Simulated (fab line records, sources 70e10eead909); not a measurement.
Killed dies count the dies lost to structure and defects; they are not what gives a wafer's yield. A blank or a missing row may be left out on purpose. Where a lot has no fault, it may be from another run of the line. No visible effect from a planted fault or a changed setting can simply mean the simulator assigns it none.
Chamber matching || flow nandHarc || NHARC_A_M0_CMP_23 on cmp-04 has 4 sister chambers
The step polishes, t overpolish 20 s, target thk 113.75 nm. 4 wafers are shown with their chamber, then 8 later ones without.

## WAFERS WITH THEIR CHAMBER
{"wafer": "L079.4", "chamber": 1, "motorCurrentA (A)": 13.8}
{"wafer": "L090.4", "chamber": 3, "motorCurrentA (A)": 11.8}
{"wafer": "L090.6", "chamber": 0, "motorCurrentA (A)": 11.2}
{"wafer": "L091.1", "chamber": 2, "motorCurrentA (A)": 13.0}

## WAFERS WITHOUT THEIR CHAMBER
{"wafer": "L091.3", "motorCurrentA (A)": 14.6}
{"wafer": "L091.6", "motorCurrentA (A)": 11.2}
{"wafer": "L097.1", "motorCurrentA (A)": 11.3}
{"wafer": "L097.4", "motorCurrentA (A)": 12.8}
{"wafer": "L097.6", "motorCurrentA (A)": 11.7}
{"wafer": "L094.3", "motorCurrentA (A)": 10.9}
{"wafer": "L094.5", "motorCurrentA (A)": 13.1}
{"wafer": "L094.6", "motorCurrentA (A)": 14.9}

## THE CHAMBER EACH PASSED THROUGH
{"wafer": "L091.3", "from the rows above": "can't be placed: 1 or 2", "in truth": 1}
{"wafer": "L091.6", "from the rows above": "can't be placed: 0 or 3", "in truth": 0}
{"wafer": "L097.1", "from the rows above": "can't be placed: 0 or 3", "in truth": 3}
{"wafer": "L097.4", "from the rows above": "can't be placed: 2 or 1 or 3", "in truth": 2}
{"wafer": "L097.6", "from the rows above": "can't be placed: 3 or 0", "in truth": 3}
{"wafer": "L094.3", "from the rows above": "can't be placed: 0 or 3", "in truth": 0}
{"wafer": "L094.5", "from the rows above": "can't be placed: 2 or 1", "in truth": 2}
{"wafer": "L094.6", "from the rows above": "can't be placed: 1 or 2", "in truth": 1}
0 of 8 placed correctly. These rows do not allow placing 8 (true chamber among the candidates in 8). 0 placed wrongly.
How it was worked out, from the rows above alone: a wafer's distance from a chamber is the root of the sum, over the readings, of the square of ((its reading less the chamber's mean) divided by the reading's scatter). The wafer belongs to the nearest chamber; if the next one is less than 2 further off, it can't be placed. A chamber's mean is the mean of its shown wafers. The scatter: with one shown wafer a chamber, the root of the mean of the squares of how far each hidden wafer lies from its nearest shown one.
